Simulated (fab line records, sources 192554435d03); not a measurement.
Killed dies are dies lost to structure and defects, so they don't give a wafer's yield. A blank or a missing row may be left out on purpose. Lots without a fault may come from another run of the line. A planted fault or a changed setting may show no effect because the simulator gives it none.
Which tool did it? | flow n5_finfet | 10 lots, 30 wafers sampled, at 6 steps of a route of 1938

WHAT THE GAUGES READ, wafer by wafer
N5_BEOL_M9_INSPECT_58: inspects for defects (darkfield). Usual: raw_defect_count 77, standard deviation 24.
lot  | measured     | on                | raw_defect_count | flag
L914 | day 10 12:43 | defect_inspect-01 | 94 52 117        |
L919 | day 11 00:08 | defect_inspect-01 | 52 69 47         |
L920 | day 11 16:45 | defect_inspect-02 | 57 47 43         |
L923 | day 12 15:04 | defect_inspect-01 | 54 62 85         |
L925 | day 13 02:13 | defect_inspect-02 | 93 49 59         |
L926 | day 13 18:33 | defect_inspect-01 | 105 59 95        |
L930 | day 13 21:40 | defect_inspect-01 | 67 113 102       |
L931 | day 14 15:07 | defect_inspect-01 | 1405 1477 1427   | OFF
L935 | day 15 02:16 | defect_inspect-01 | 1415 1344 1427   | OFF
L936 | day 15 09:36 | defect_inspect-01 | 122 85 69        |

N5_BEOL_M10_INSPECT_13: inspects for defects (brightfield). Usual: raw_defect_count 456, standard deviation 91.
lot  | measured     | on                | raw_defect_count | flag
L914 | day 10 15:27 | defect_inspect-02 | 360 254 396      |
L919 | day 11 02:30 | defect_inspect-01 | 427 445 501      |
L920 | day 11 18:50 | defect_inspect-02 | 334 321 293      |
L923 | day 12 16:31 | defect_inspect-02 | 550 395 430      |
L925 | day 13 03:30 | defect_inspect-02 | 374 308 503      |
L926 | day 13 20:28 | defect_inspect-02 | 443 619 607      |
L930 | day 13 23:28 | defect_inspect-02 | 390 436 472      |
L931 | day 14 16:46 | defect_inspect-01 | 1784 2022 1844   | OFF
L935 | day 15 04:06 | defect_inspect-01 | 2025 1879 1925   | OFF
L936 | day 15 11:17 | defect_inspect-02 | 508 462 450      |

WHICH TOOL RAN EACH LOT (tool, then ch and the chambers of the sampled wafers, then the start)
lot  | N5_BEOL_M9_SPUTTER_48        | N5_BEOL_M9_CMP_52             | N5_BEOL_M9_PRE_CLEAN_55         | N5_BEOL_M10_PECVD_70
L914 | pvd_sputter-03, day 10 11:43 | cmp-01 ch 0,1, day 10 12:16   | pecvd-04 ch 0,1, day 10 12:35   | pecvd-02 ch 0,1,2, day 10 13:52
L919 | pvd_sputter-02, day 10 23:07 | cmp-01 ch 2,3, day 10 23:43   | pecvd-04 ch 0,1, day 11 00:01   | pecvd-03 ch 0,1,2, day 11 00:48
L920 | pvd_sputter-03, day 11 15:46 | cmp-02 ch 0,2,3, day 11 16:22 | pecvd-03 ch 1,2, day 11 16:38   | pecvd-01 ch 0,1,2, day 11 17:25
L923 | pvd_sputter-02, day 12 13:57 | cmp-01 ch 0,1,3, day 12 14:35 | pecvd-02 ch 0,1, day 12 14:55   | pecvd-01 ch 1,2, day 12 15:43
L925 | pvd_sputter-02, day 13 01:13 | cmp-03 ch 1,3, day 13 01:47   | pecvd-02 ch 1,2, day 13 02:05   | pecvd-03 ch 0,1, day 13 02:53
L926 | pvd_sputter-03, day 13 16:07 | cmp-02 ch 0,1, day 13 16:52   | pecvd-03 ch 0,1, day 13 17:11   | pecvd-01 ch 1,2, day 13 19:13
L930 | pvd_sputter-02, day 13 20:20 | cmp-02 ch 1,2,3, day 13 21:13 | pecvd-02 ch 1,2, day 13 21:33   | pecvd-03 ch 1,2, day 13 22:20
L931 | pvd_sputter-02, day 14 14:08 | cmp-01 ch 1,2,3, day 14 14:42 | pecvd-02 ch 0,1,2, day 14 15:00 | pecvd-01 ch 0,1,2, day 14 15:47
L935 | pvd_sputter-03, day 15 01:08 | cmp-01 ch 0,2,3, day 15 01:49 | pecvd-02 ch 0,1, day 15 02:08   | pecvd-03 ch 1,2, day 15 02:56
L936 | pvd_sputter-01, day 15 08:24 | cmp-03 ch 1,2,3, day 15 09:13 | pecvd-04 ch 1,2, day 15 09:29   | pecvd-01 ch 0,1, day 15 10:16
- N5_BEOL_M9_SPUTTER_48: material Cu, target thk 12 nm, time 2 s.
- N5_BEOL_M9_CMP_52: polishes, stops on SiCOH lowk, t overpolish 7 s, target thk 140 nm.
- N5_BEOL_M9_PRE_CLEAN_55: time 15 s.
- N5_BEOL_M10_PECVD_70: deposits SiO2 from TEOS/O2, target thk 20 nm, time 22.7 s.

WHAT THE TOOLS THEMSELVES READ (means of the sampled wafers that have a number; where no wafer has one, the mark that the record gives instead)
N5_BEOL_M9_SPUTTER_48. Usual: bias_v 60.1 V, standard deviation 0.61; cathode_dc_power_W 26001 W, standard deviation 4.5; throttle_valve_pct 30.6 %, standard deviation 0.77.
lot  | tool           | bias_v (V) | cathode_dc_power_W (W) | throttle_valve_pct (%) | flag
L914 | pvd_sputter-03 | 59.7       | 26002                  | 31.0                   |
L919 | pvd_sputter-02 | 59.6       | 25999                  | 30.6                   |
L920 | pvd_sputter-03 | 60.0       | 26004                  | 31.3                   |
L923 | pvd_sputter-02 | 60.4       | 26002                  | 29.8                   |
L925 | pvd_sputter-02 | 60.7       | 26003                  | 30.4                   |
L926 | pvd_sputter-03 | 60.1       | 26001                  | 31.2                   |
L930 | pvd_sputter-02 | 60.0       | 26004                  | 30.1                   |
L931 | pvd_sputter-02 | 59.9       | 26000                  | 30.4                   |
L935 | pvd_sputter-03 | 59.9       | 26001                  | 31.2                   |
L936 | pvd_sputter-01 | 59.9       | 25999                  | 29.8                   |

N5_BEOL_M9_CMP_52. Usual: barrier_field_endpoint_s 28.6 s, standard deviation 0.67; motor_current_A 5.9 A, standard deviation 0.61; overpolish_run_s 7.000 s, standard deviation 0.0083; platen_rpm 50.00 rpm, standard deviation 0.033; slurry_filter_dp_kPa 13.50 kPa, standard deviation 0.14; time_to_endpoint_s 64.3 s, standard deviation 2.9.
lot  | tool   | barrier_field_endpoint_s (s) | motor_current_A (A) | overpolish_run_s (s) | platen_rpm (rpm) | slurry_filter_dp_kPa (kPa) | time_to_endpoint_s (s) | flag
L914 | cmp-01 | 28.6                         | 5.8                 | 7.003                | 49.98            | 13.42                      | 63.6                   |
L919 | cmp-01 | 27.5                         | 6.0                 | 7.000                | 50.00            | 13.49                      | 61.7                   |
L920 | cmp-02 | 28.8                         | 5.7                 | 7.000                | 50.00            | 13.46                      | 64.5                   |
L923 | cmp-01 | 28.1                         | 5.5                 | 7.004                | 50.03            | 13.32                      | 63.3                   |
L925 | cmp-03 | 29.0                         | 6.3                 | 6.997                | 50.05            | 13.47                      | 67.2                   |
L926 | cmp-02 | 28.7                         | 6.7                 | 6.997                | 50.00            | 13.44                      | 61.3                   |
L930 | cmp-02 | 29.3                         | 6.0                 | 6.995                | 50.01            | 13.44                      | 66.3                   |
L931 | cmp-01 | 28.5                         | 5.9                 | 6.993                | 49.99            | 13.42                      | 64.3                   |
L935 | cmp-01 | 28.0                         | 5.6                 | 6.991                | 50.00            | 13.51                      | 60.5                   |
L936 | cmp-03 | 29.1                         | 6.1                 | 6.997                | 49.97            | 13.51                      | 66.4                   |

N5_BEOL_M10_PECVD_70. Usual: heater_power_w 766 W, standard deviation 91; showerhead_plenum_p_Torr 8.77 Torr, standard deviation 0.11; throttle_valve_pct 22.2 %, standard deviation 1.1.
lot  | tool     | heater_power_w (W) | showerhead_plenum_p_Torr (Torr) | throttle_valve_pct (%) | flag
L914 | pecvd-02 | 872                | 8.73                            | 21.7                   |
L919 | pecvd-03 | 786                | 8.81                            | 21.8                   |
L920 | pecvd-01 | 776                | 8.72                            | 22.6                   |
L923 | pecvd-01 | 728                | 8.73                            | 21.8                   |
L925 | pecvd-03 | 800                | 8.83                            | 22.7                   |
L926 | pecvd-01 | 727                | 8.73                            | 22.0                   |
L930 | pecvd-03 | 657                | 8.77                            | 21.3                   |
L931 | pecvd-01 | 792                | 8.73                            | 22.7                   |
L935 | pecvd-03 | 732                | 8.78                            | 21.3                   |
L936 | pecvd-01 | 749                | 8.71                            | 23.2                   |

THE ANSWER, worked out from the rows above alone
Rule: a lot is off if the mean of its wafers that have a number lies more than 3 standard deviations from the usual mean. A lot without any number at a reading at which 4 lots or more have one is off too. The other lots that the step has rows for count as sound. The gauges are gone through in route order, then the tools' own readings, and for those a lot's mean is taken as printed above. The first step at which some lot is off is used, and at that step the reading that is off furthest; a lot without a number counts as furthest.
Off: L931, L935, at N5_BEOL_M9_INSPECT_58 (raw_defect_count).
A tool fits if, at a process step before that reading, it ran every lot that is off, and no sound lot after the first of them. The gauges at N5_BEOL_M9_INSPECT_58 are tried like those tools. Can't be told from this: 2 tools fit, cmp-01 at N5_BEOL_M9_CMP_52, pecvd-02 at N5_BEOL_M9_PRE_CLEAN_55.

WHAT THE SIMULATOR HAD PUT IN
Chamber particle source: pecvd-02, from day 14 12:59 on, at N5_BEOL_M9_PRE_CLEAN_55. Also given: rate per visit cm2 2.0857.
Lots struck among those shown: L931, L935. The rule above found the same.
